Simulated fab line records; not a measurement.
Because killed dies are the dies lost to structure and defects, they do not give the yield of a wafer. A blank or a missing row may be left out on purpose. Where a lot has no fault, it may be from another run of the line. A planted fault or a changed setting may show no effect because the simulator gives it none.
fab line records ; flow nandHarc
[record] lots = 11; wafers = 33; lastDay = 33
route steps=1302 shown A_STAIRCASE@681 END@1302
lots that met no fault: taken from a fault-free run of the same line
startH: hours from the record's opening day to when the first of the lot's shown wafers began ; waitH: hours from the lot's prior step to this one ; " identical to the entry in the row above ; L1.1+2: a single row standing in for several wafers ; - no value, or no start given ; * or withheld: withheld ; < > ~ a bound
route shown NAME@n: NAME is a module with steps in the file, n the number in the route of the first one ; usual: average and standard deviation across the fault-free wafers ; same: alike in all rows ; chamber/n: place in a boat ; sites: the reading at each site ; _std_site: standard deviation of those values ; _edge_site: mean of outer sites minus mean of inner sites ; radiusMm: how far each site lies from the wafer's centre ; mask NAME#n: copy n ; behind: the tool/chamber that last shaped the wafer ; hold: reason for holding the lot/hours on hold/outcome of the hold ; device: transistor that didn't switch, given as n, p or np ; end of line: the route-end tests of the same wafers ; a step given without rows: its recipe and nothing more ; killed: count of dies lost to structure and defects at first sort (not the wafer's yield) ; map: the dies of a wafer, with x for killed, . for not killed, _ for no die there
set.NAME: setting as actually run; set.NAME@STEP: the setting as run at that earlier step ; model.NAME: the simulator's own value behind a step, which no gauge read
the route's steps for a sample of lots (tables are steps, rows are wafers)
services: from which hour (startH, from the record's first day; less than 0 if before it) a tool's chamber was out of use, for how many hours, and why
[[steps]]
[step NHARC_A_STAIRCASE_TRIM_24]
[recipe] timeS = 211.2; o2FlowSccm = 500; arFlowSccm = 0; biasW = 0; chemistry = O2
[usual] drypumpMotorCurrentA = 5.7/0.37; oesProductAu = 0.995/0.0096; rfVppV = 57.7/0.9; showerheadPlenumPTorr = 3.50/0.14; throttleValvePct = 17.036/0.0092
lot.wafer;tool;chamber;startH;waitH;drypumpMotorCurrentA;oesProductAu;rfHoursCounterH;rfVppV;showerheadPlenumPTorr;throttleValvePct
L167.1;rieDiel-13;1;-;-;5.9;0.993;39;58.0;3.43;17.047
L167.4;rieDiel-13;2;-;-;5.2;1.010;32;58.6;3.61;17.036
L167.6;rieDiel-13;0;-;-;5.3;1.019;-;59.1;3.54;17.047
L169.2;rieDiel-03;0;-;-;5.9;0.997;4;57.4;3.39;17.054
L169.6;rieDiel-03;1;-;-;5.1;1.002;-;58.1;3.36;17.026
L169.5;rieDiel-03;2;-;-;5.9;1.002;-;58.7;3.58;17.012
L170.3;rieDiel-03;2;-;-;5.8;0.989;6;57.0;3.58;17.032
L170.2;rieDiel-03;1;-;-;5.1;1.006;5;56.9;3.36;17.046
L170.6;rieDiel-03;1;-;-;5.1;0.997;-;56.6;3.36;17.022
L171.4;rieDiel-03;3;-;-;5.9;0.989;12;57.6;3.32;17.022
L171.1;rieDiel-03;1;-;-;5.1;1.001;11;57.3;3.36;17.038
L171.2;rieDiel-03;2;-;-;5.9;0.982;11;56.3;3.58;17.028
L172.4;rieDiel-03;3;-;-;5.9;0.984;17;55.2;3.32;17.045
L172.3;rieDiel-03;1;-;-;5.1;0.990;13;56.6;3.35;17.047
L172.6;rieDiel-03;2;-;-;5.8;0.987;-;58.6;3.58;17.044
L173.3;rieDiel-11;1;-;-;5.5;1.001;26;58.8;3.70;17.035
L173.1;rieDiel-11;3;-;-;5.2;0.993;28;57.3;3.36;17.037
L173.5;rieDiel-11;1;-;-;5.5;0.992;-;58.8;3.70;17.061
L175.1;rieDiel-11;2;-;-;6.1;0.993;31;57.8;3.45;17.044
L175.4;rieDiel-11;1;-;-;5.6;0.985;29;58.9;3.70;17.044
L175.5;rieDiel-11;3;-;-;5.2;0.988;-;57.8;3.36;17.044
L178.1;rieDiel-11;3;-;-;5.2;0.999;39;59.2;3.36;17.039
L178.4;rieDiel-11;0;-;-;6.1;0.995;38;58.3;3.79;17.033
L178.6;rieDiel-11;1;-;-;5.5;0.988;-;58.7;3.70;17.040
L177.4;rieDiel-13;0;-;-;5.3;0.994;6;59.4;3.53;17.041
L177.3;rieDiel-13;2;-;-;5.1;1.000;8;57.9;3.60;17.039
L177.2;rieDiel-13;3;-;-;5.5;0.985;6;56.4;3.53;17.024
L179.4;rieDiel-11;0;-;-;6.1;0.995;47;57.4;3.78;17.039
L179.5;rieDiel-11;3;-;-;5.1;0.991;-;56.3;3.35;17.032
L179.6;rieDiel-11;0;-;-;6.2;1.000;-;57.8;3.78;17.043
L180.4;rieDiel-13;3;-;-;5.5;0.991;13;57.2;3.53;17.029
L180.2;rieDiel-13;1;-;-;5.9;0.990;16;57.9;3.42;17.036
L180.6;rieDiel-13;3;-;-;5.6;0.990;-;59.5;3.53;17.030
[step NHARC_A_STAIRCASE_TRIM_26]
[recipe] timeS = 211.2; o2FlowSccm = 500; arFlowSccm = 0; biasW = 0; chemistry = O2
[usual] drypumpMotorCurrentA = 5.7/0.37; oesProductAu = 0.997/0.0085; rfVppV = 57.6/0.82; showerheadPlenumPTorr = 3.50/0.14; throttleValvePct = 17.037/0.0098
lot.wafer;tool;chamber;startH;waitH;drypumpMotorCurrentA;oesProductAu;rfHoursCounterH;rfVppV;showerheadPlenumPTorr;throttleValvePct
L167.1;rieDiel-13;1;-;-;5.9;0.986;39;56.7;3.43;17.034
L167.4;rieDiel-13;0;-;-;5.3;1.011;37;56.8;3.54;17.029
L167.6;rieDiel-13;2;-;-;5.2;1.009;-;57.3;3.61;17.051
L169.2;rieDiel-03;2;-;-;5.8;0.987;4;57.9;3.58;17.033
L169.5;rieDiel-03;3;-;-;5.9;0.994;-;58.5;3.33;17.045
L169.6;rieDiel-03;0;-;-;5.9;0.991;-;58.0;3.39;17.033
L170.3;rieDiel-03;1;-;-;5.1;1.012;6;58.2;3.36;17.039
L170.2;rieDiel-03;2;-;-;5.9;1.003;6;57.7;3.58;17.029
L170.6;rieDiel-03;0;-;-;5.9;0.992;-;57.9;3.39;17.051
L171.1;rieDiel-03;3;-;-;5.9;0.992;13;58.6;3.32;17.038
L171.2;rieDiel-03;1;-;-;5.1;1.006;11;57.7;3.35;17.034
L171.4;rieDiel-03;2;-;-;5.9;0.998;11;57.1;3.58;17.046
L172.4;rieDiel-03;3;-;-;5.9;0.980;17;58.0;3.32;17.042
L172.3;rieDiel-03;1;-;-;5.1;1.002;13;57.2;3.35;17.036
L172.6;rieDiel-03;3;-;-;5.9;1.000;-;56.9;3.32;17.026
L173.1;rieDiel-11;1;-;-;5.5;0.998;26;57.7;3.70;17.029
L173.3;rieDiel-11;2;-;-;6.1;0.999;28;56.6;3.45;17.020
L173.5;rieDiel-11;1;-;-;5.6;0.987;-;57.8;3.70;17.039
L175.4;rieDiel-11;1;-;-;5.5;0.989;29;58.5;3.70;17.049
L175.1;rieDiel-11;3;-;-;5.2;0.989;31;57.5;3.36;17.044
L175.5;rieDiel-11;1;-;-;5.5;0.988;-;58.5;3.70;17.034
L178.1;rieDiel-11;1;-;-;5.6;0.991;38;58.0;3.70;17.020
L178.4;rieDiel-11;3;-;-;5.2;0.997;39;57.2;3.35;17.038
L178.6;rieDiel-11;1;-;-;5.5;0.999;-;57.1;3.70;17.048
L177.2;rieDiel-13;1;-;-;5.9;0.997;8;57.7;3.42;17.035
L177.3;rieDiel-13;2;-;-;5.2;0.996;8;57.9;3.60;17.026
L177.4;rieDiel-13;0;-;-;5.3;0.996;6;59.0;3.53;17.040
L179.4;rieDiel-11;2;-;-;6.1;0.993;45;57.5;3.44;17.032
L179.6;rieDiel-11;3;-;-;5.2;0.990;-;56.3;3.35;17.022
L179.5;rieDiel-11;0;-;-;6.1;0.992;-;58.3;3.78;17.037
L180.4;rieDiel-13;1;-;-;5.9;0.991;16;58.3;3.42;17.037
L180.2;rieDiel-13;0;-;-;5.3;1.006;15;57.1;3.53;17.034
L180.6;rieDiel-13;1;-;-;5.9;0.991;-;56.0;3.42;17.048
[step NHARC_A_STAIRCASE_ETCH_190]
[recipe] targetDepthA = 1000; timeS = 40.5; ionEnergyEv = 400; c4f8FlowSccm = 20; o2FlowSccm = 10; arFlowSccm = withheld; rfW = 600; biasW = 1000; chemistry = C4F8/O2
[usual] oesProductAu = 0.942/0.011; rfVppV = 894/4.6; runLengthS = 61.8/0.49
lot.wafer;tool;chamber;startH;waitH;oesProductAu;rfHoursCounterH;rfVppV;runLengthS
L167.4;rieDiel-13;2;475.11;-;0.956;33;899;62.1
L167.1;rieDiel-13;0;475.11;-;0.941;38;896;62.3
L167.6;rieDiel-13;3;475.11;-;0.951;-;898;74.7
L169.2;rieDiel-11;1;479.98;-;0.924;13;904;62.5
L169.5;rieDiel-11;0;479.98;-;0.937;-;905;61.8
L169.6;rieDiel-11;1;479.98;-;0.925;-;902;62.3
L170.2;rieDiel-03;2;487.36;-;0.946;6;900;61.6
L170.3;rieDiel-03;1;487.36;-;0.949;6;889;62.0
L170.6;rieDiel-03;3;487.36;-;0.944;-;889;61.6
L171.2;rieDiel-11;1;512.65;-;0.954;24;902;62.6
L171.4;rieDiel-11;2;512.65;-;0.952;26;891;61.0
L171.1;rieDiel-11;3;512.65;-;0.941;26;890;61.2
L172.4;rieDiel-03;2;515.52;-;0.952;14;898;61.7
L172.3;rieDiel-03;1;515.52;-;0.939;14;890;61.9
L172.6;rieDiel-03;2;515.52;-;0.944;-;897;62.4
L173.3;rieDiel-03;3;521.15;-;0.944;20;888;61.3
L173.1;rieDiel-03;1;521.15;-;0.943;18;892;61.7
L173.5;rieDiel-03;0;521.15;-;0.930;-;890;62.9
L175.1;rieDiel-03;1;534.55;-;0.955;22;891;61.7
L175.4;rieDiel-03;0;534.55;-;0.942;26;890;62.2
L175.5;rieDiel-03;1;534.55;-;0.954;-;889;61.7
L178.1;rieDiel-11;1;563.27;-;0.918;42;903;62.7
L178.4;rieDiel-11;3;563.27;-;0.939;41;888;61.5
L178.6;rieDiel-11;1;563.27;-;0.922;-;902;63.0
L177.4;rieDiel-11;3;563.34;-;0.923;41;890;61.6
L177.2;rieDiel-11;0;563.34;-;0.940;43;905;61.5
L177.3;rieDiel-11;1;563.34;-;0.927;42;902;62.8
L179.4;rieDiel-13;0;581.43;-;0.944;13;896;62.1
L179.5;rieDiel-13;0;581.43;-;0.951;-;897;62.2
L179.6;rieDiel-13;1;581.43;-;0.945;-;892;61.2
L180.4;rieDiel-13;0;586.60;-;0.946;16;896;61.8
L180.2;rieDiel-13;3;586.60;-;0.936;15;897;61.8
L180.6;rieDiel-13;0;586.60;-;0.943;-;895;61.9
[step NHARC_A_STAIRCASE_TRIM_196]
[recipe] timeS = 211.2; o2FlowSccm = 500; arFlowSccm = 0; biasW = 0; chemistry = O2
[usual] drypumpMotorCurrentA = 5.6/0.37; oesProductAu = 0.997/0.0087; rfVppV = 57.7/0.98; showerheadPlenumPTorr = 3.48/0.13; throttleValvePct = 17.036/0.0093
lot.wafer;tool;chamber;startH;waitH;drypumpMotorCurrentA;oesProductAu;rfHoursCounterH;rfVppV;showerheadPlenumPTorr;throttleValvePct
L167.1;rieDiel-03;0;475.76;0.1;5.9;0.997;3;56.4;3.39;17.038
L167.4;rieDiel-03;2;475.76;0.1;5.9;0.996;2;58.5;3.59;17.039
L167.6;rieDiel-03;1;475.76;0.1;5.1;1.011;-;58.7;3.36;17.033
L169.2;rieDiel-03;1;480.69;0.1;5.1;1.008;4;57.7;3.36;17.029
L169.5;rieDiel-03;0;480.69;0.1;5.9;1.000;-;56.3;3.39;17.035
L169.6;rieDiel-03;1;480.69;0.1;5.1;1.012;-;56.1;3.36;17.040
L170.2;rieDiel-13;0;487.99;0.1;5.3;1.012;42;55.9;3.54;17.027
L170.3;rieDiel-13;1;487.99;0.1;5.9;0.990;43;57.6;3.43;17.022
L170.6;rieDiel-13;2;487.99;0.1;5.1;1.009;-;57.1;3.61;17.030
L171.2;rieDiel-13;0;513.34;0.1;5.4;1.004;48;57.6;3.54;17.033
L171.1;rieDiel-13;2;513.34;0.1;5.1;1.008;42;59.5;3.61;17.040
L171.4;rieDiel-13;3;513.34;0.1;5.5;0.994;36;56.3;3.54;17.008
L172.3;rieDiel-03;3;516.60;0.1;5.9;0.998;18;56.5;3.32;17.031
L172.4;rieDiel-03;2;516.60;0.1;5.8;0.987;14;58.1;3.58;17.046
L172.6;rieDiel-03;0;516.60;0.1;5.9;1.005;-;57.3;3.38;17.030
L173.3;rieDiel-11;2;521.79;0.1;6.1;1.000;29;59.6;3.45;17.050
L173.1;rieDiel-11;1;521.79;0.1;5.5;0.993;27;57.1;3.70;17.034
L173.5;rieDiel-11;3;521.79;0.1;5.1;0.992;-;57.7;3.36;17.029
L175.1;rieDiel-03;1;535.21;0.1;5.1;0.990;23;57.7;3.35;17.054
L175.4;rieDiel-03;3;535.21;0.1;5.9;0.999;26;55.3;3.32;17.048
L175.5;rieDiel-03;1;535.21;0.1;5.1;0.998;-;57.4;3.35;17.045
L178.4;rieDiel-11;2;564.00;0.1;6.1;0.997;41;56.7;3.44;17.042
L178.1;rieDiel-11;3;564.00;0.1;5.2;0.995;42;58.7;3.35;17.041
L178.6;rieDiel-11;2;564.00;0.1;6.1;0.995;-;57.9;3.44;17.023
L177.4;rieDiel-13;0;564.06;0.1;5.3;0.998;10;57.5;3.53;17.051
L177.3;rieDiel-13;1;564.06;0.1;5.9;0.993;12;57.7;3.42;17.036
L177.2;rieDiel-13;2;564.06;0.1;5.2;1.001;10;58.0;3.60;17.037
L179.4;rieDiel-13;2;582.21;0.2;5.1;1.001;14;57.7;3.60;17.030
L179.6;rieDiel-13;3;582.21;0.2;5.5;0.993;-;57.3;3.53;17.030
L179.5;rieDiel-13;0;582.21;0.2;5.3;0.997;-;56.4;3.53;17.041
L180.4;rieDiel-13;2;587.37;0.1;5.1;1.013;17;57.9;3.60;17.020
L180.2;rieDiel-13;1;587.37;0.1;5.9;0.987;18;57.4;3.41;17.041
L180.6;rieDiel-13;3;587.37;0.1;5.5;0.980;-;58.0;3.53;17.060
[step NHARC_END_SORT_01]
[recipe] tempC = 25
[usual] killedAtArray = 56/18; killedAtOther = 1.4/1.5; killedAtPeriphery = 4/3.1; killedDies = 61/19; killedOpen = 3.5/1.8; killedShort = 2.4/1.4
[same] grossDies = 677
lot.wafer;tool;chamber;startH;waitH;killedAtArray;killedAtOther;killedAtPeriphery;killedDies;killedOpen;killedShort
L167.1;prober-01;0;701.04;2.5;82;1;12;95;4;3
L167.4;prober-01;0;703.40;3.3;63;0;7;70;2;1
L167.6;prober-01;0;704.98;3.9;665;0;12;677;6;4
// killed by level:class
L167.1 A_CHANNEL_HOLE_D1:chamberFilmFlake=32 A_SLIT:chamberFilmFlake=27 A_CHANNEL_HOLE_D2:chamberFilmFlake=9 A_CONTACT:chamberFilmFlake=9 P_BONDPAD:chamberFilmFlake=4 P_GATE:chamberFilmFlake=3 P_GATE:geometricParticle:short=1 P_M2:geometricParticle:short=1
L167.4 A_SLIT:chamberFilmFlake=28 A_CHANNEL_HOLE_D1:chamberFilmFlake=15 A_CHANNEL_HOLE_D2:chamberFilmFlake=10 P_BONDPAD:chamberFilmFlake=5 A_CONTACT:chamberFilmFlake=5 A_ONON_D2:geometricParticle:open=1 A_CHANNEL_HOLE_D2:geometricParticle:short=1 A_SLIT:geometricParticle:open=1
L167.6 A_STAIRCASE:areaEtch=583 A_CHANNEL_HOLE_D1:chamberFilmFlake=33 A_SLIT:chamberFilmFlake=19 A_CHANNEL_HOLE_D2:chamberFilmFlake=17 A_CONTACT:chamberFilmFlake=8 P_BONDPAD:chamberFilmFlake=3 A_BLC:geometricParticle:open=2 P_GATE:chamberFilmFlake=2
[[services]]
tool;chamber;startH;hours;kind
rieDiel-03;-;458.39;9.0;pm
rieDiel-03;0;458.39;9.0;ventCycle
rieDiel-03;1;458.39;9.0;ventCycle
rieDiel-03;2;458.39;9.0;ventCycle
rieDiel-03;3;458.39;9.0;ventCycle
rieDiel-03;0;467.39;-;clean
rieDiel-03;1;467.39;-;clean
rieDiel-03;2;467.39;-;clean
rieDiel-03;3;467.39;-;clean
rieDiel-13;3;475.75;22.2;repair
rieDiel-03;0;481.35;3.6;repair
rieDiel-03;0;491.89;-;clean
rieDiel-03;1;491.89;-;clean
rieDiel-03;2;491.89;-;clean
rieDiel-03;3;491.89;-;clean
rieDiel-03;0;516.43;-;clean
rieDiel-03;1;516.43;-;clean
rieDiel-03;2;516.43;-;clean
rieDiel-03;3;516.43;-;clean
rieDiel-13;-;520.91;9.0;pm
rieDiel-13;-;530.61;0.6;repair
rieDiel-03;0;540.93;-;clean
rieDiel-03;1;540.93;-;clean
rieDiel-03;2;540.93;-;clean
[[key]]
[firstSign] step = NHARC_A_STAIRCASE_ETCH_190; reading = runLengthS; direction = up; sigmas = 27; usual = *; struck = *
[effect] step = NHARC_END_SORT_01; reading = killedAtArray; direction = up; sigmas = 33; usual = 56; struck = 665
[moreKillsBornAt] NHARC_A_STAIRCASE_ETCH_190@rieDiel-13 = 583
metAt NHARC_A_STAIRCASE_ETCH_190
struckLots L167
struckWafers L167.6
laterRowsLeftOut L167.6
testerLeftOut L167
notActingAt NHARC_A_STAIRCASE_TRIM_24,NHARC_A_STAIRCASE_TRIM_26,NHARC_A_STAIRCASE_TRIM_196
[fault] kind = processParameterDrift; tool = rieDiel-13; chamber = -; onsetH = 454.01; steps = NHARC_A_STAIRCASE_ETCH_190; channel = timeS; offset = *; shape = step; endH = 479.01; scope = struckWafersOnly; actsIn = *; stated = *
// testerLeftOut: of these lots the tester's yield and bins aren't shown, on N5 and GAA mostly nor the transistor test; their killed dies are dies lost to structure and defects alone, not to doping, threshold or leakage, so they don't give the yield
// laterRowsLeftOut: the simulator's readings of these wafers behind a module that went badly wrong aren't trusted and aren't shown, but for the sort
